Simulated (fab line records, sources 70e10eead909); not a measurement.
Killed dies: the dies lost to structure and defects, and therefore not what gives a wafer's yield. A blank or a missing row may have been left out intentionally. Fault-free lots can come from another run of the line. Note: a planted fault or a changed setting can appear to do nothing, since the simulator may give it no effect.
Chamber matching :: flow nand_harc :: 4 sister chambers for NHARC_P_M1_STRIP_18 on rie_diel-02
The step strips in N2/H2. 4 wafers are shown with their chamber, then 9 later ones without.

== EACH WAFER AND ITS CHAMBER ==
wafer: L089.5
chamber: 0
drypump_motor_current_A (A): 5.73

wafer: L088.3
chamber: 1
drypump_motor_current_A (A): 6.13

wafer: L088.4
chamber: 3
drypump_motor_current_A (A): 6.64

wafer: L088.5
chamber: 2
drypump_motor_current_A (A): 5.51

== WAFERS WITHOUT THEIR CHAMBER ==
wafer: L092.2
drypump_motor_current_A (A): 6.66

wafer: L092.3
drypump_motor_current_A (A): 6.11

wafer: L092.6
drypump_motor_current_A (A): 5.73

wafer: L093.2
drypump_motor_current_A (A): 6.61

wafer: L093.3
drypump_motor_current_A (A): 5.76

wafer: L093.4
drypump_motor_current_A (A): 6.13

wafer: L097.3
drypump_motor_current_A (A): 5.53

wafer: L097.4
drypump_motor_current_A (A): 5.75

wafer: L097.6
drypump_motor_current_A (A): 5.52

== WHICH CHAMBER EACH WENT THROUGH ==
wafer: L092.2
from the rows above: 3
in truth: 3

wafer: L092.3
from the rows above: 1
in truth: 1

wafer: L092.6
from the rows above: 0
in truth: 0

wafer: L093.2
from the rows above: 3
in truth: 3

wafer: L093.3
from the rows above: 0
in truth: 0

wafer: L093.4
from the rows above: 1
in truth: 1

wafer: L097.3
from the rows above: 2
in truth: 2

wafer: L097.4
from the rows above: 0
in truth: 0

wafer: L097.6
from the rows above: 2
in truth: 2
Placed correctly: 9 of 9. Number that these rows cannot place: 0. Wrongly placed: 0.
How it was worked out, from the rows above alone: a wafer's distance from a chamber is the root of the sum, over the readings, of the square of ((its reading less the chamber's mean) divided by the reading's scatter). The wafer belongs to the nearest chamber; if the next one is less than 2 further off, it can't be placed. Each chamber's mean is taken over the wafers shown for it. The scatter: with one shown wafer a chamber, the root of the mean of the squares of how far each hidden wafer lies from its nearest shown one.
